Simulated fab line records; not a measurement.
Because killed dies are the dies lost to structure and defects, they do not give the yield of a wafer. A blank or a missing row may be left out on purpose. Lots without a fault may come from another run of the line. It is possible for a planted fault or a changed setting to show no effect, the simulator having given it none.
Matching of chambers || flow nand-harc || NHARC_P_CONTACT_ETCH_35 on rie-diel-06: 4 sister chambers
The step etches the open film in CF4, target depth 39 nm, time 65 s. 4 wafers are shown with their chamber, then 10 later ones without.

== EACH WAFER AND ITS CHAMBER ==
{"wafer": "L084.1", "chamber": 2, "oes-product-au (a.u.)": 0.999}
{"wafer": "L084.3", "chamber": 0, "oes-product-au (a.u.)": 1.010}
{"wafer": "L086.3", "chamber": 1, "oes-product-au (a.u.)": 0.995}
{"wafer": "L086.4", "chamber": 3, "oes-product-au (a.u.)": 1.005}

== WAFERS WITHOUT THEIR CHAMBER ==
{"wafer": "L086.5", "oes-product-au (a.u.)": 0.999}
{"wafer": "L088.1", "oes-product-au (a.u.)": 0.990}
{"wafer": "L088.4", "oes-product-au (a.u.)": 0.984}
{"wafer": "L088.5", "oes-product-au (a.u.)": 0.992}
{"wafer": "L096.1", "oes-product-au (a.u.)": 1.000}
{"wafer": "L096.2", "oes-product-au (a.u.)": 1.004}
{"wafer": "L096.3", "oes-product-au (a.u.)": 1.007}
{"wafer": "L097.2", "oes-product-au (a.u.)": 0.999}
{"wafer": "L097.3", "oes-product-au (a.u.)": 0.991}
{"wafer": "L097.5", "oes-product-au (a.u.)": 1.000}

== EACH ONE'S CHAMBER ==
{"wafer": "L086.5", "from the rows above": "can't be placed: 2 or 1 or 3", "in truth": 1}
{"wafer": "L088.1", "from the rows above": "can't be placed: 1 or 2", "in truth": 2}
{"wafer": "L088.4", "from the rows above": "can't be placed: 1 or 2", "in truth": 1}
{"wafer": "L088.5", "from the rows above": "can't be placed: 1 or 2", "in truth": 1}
{"wafer": "L096.1", "from the rows above": "can't be placed: 2 or 3 or 1", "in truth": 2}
{"wafer": "L096.2", "from the rows above": "can't be placed: 3 or 2 or 0 or 1", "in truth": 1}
{"wafer": "L096.3", "from the rows above": "can't be placed: 3 or 0 or 2", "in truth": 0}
{"wafer": "L097.2", "from the rows above": "can't be placed: 2 or 1 or 3", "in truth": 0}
{"wafer": "L097.3", "from the rows above": "can't be placed: 1 or 2", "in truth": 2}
{"wafer": "L097.5", "from the rows above": "can't be placed: 2 or 3 or 1", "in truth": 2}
Correct placement for 0 of the 10. Not placeable from these rows: 10 (in 9, the candidates include the true chamber). Placed wrongly: 0.
How it was worked out, from the rows above alone: a wafer's distance from a chamber is the root of the sum, over the readings, of the square of ((its reading less the chamber's mean) divided by the reading's scatter). If the next closest chamber is less than 2 further off than the closest, the wafer can't be placed; otherwise it belongs to the closest. Each chamber's mean is taken over the wafers shown for it. The scatter (one wafer shown for each chamber): square how far every hidden wafer sits from the nearest shown wafer, average those squares and take the square root.
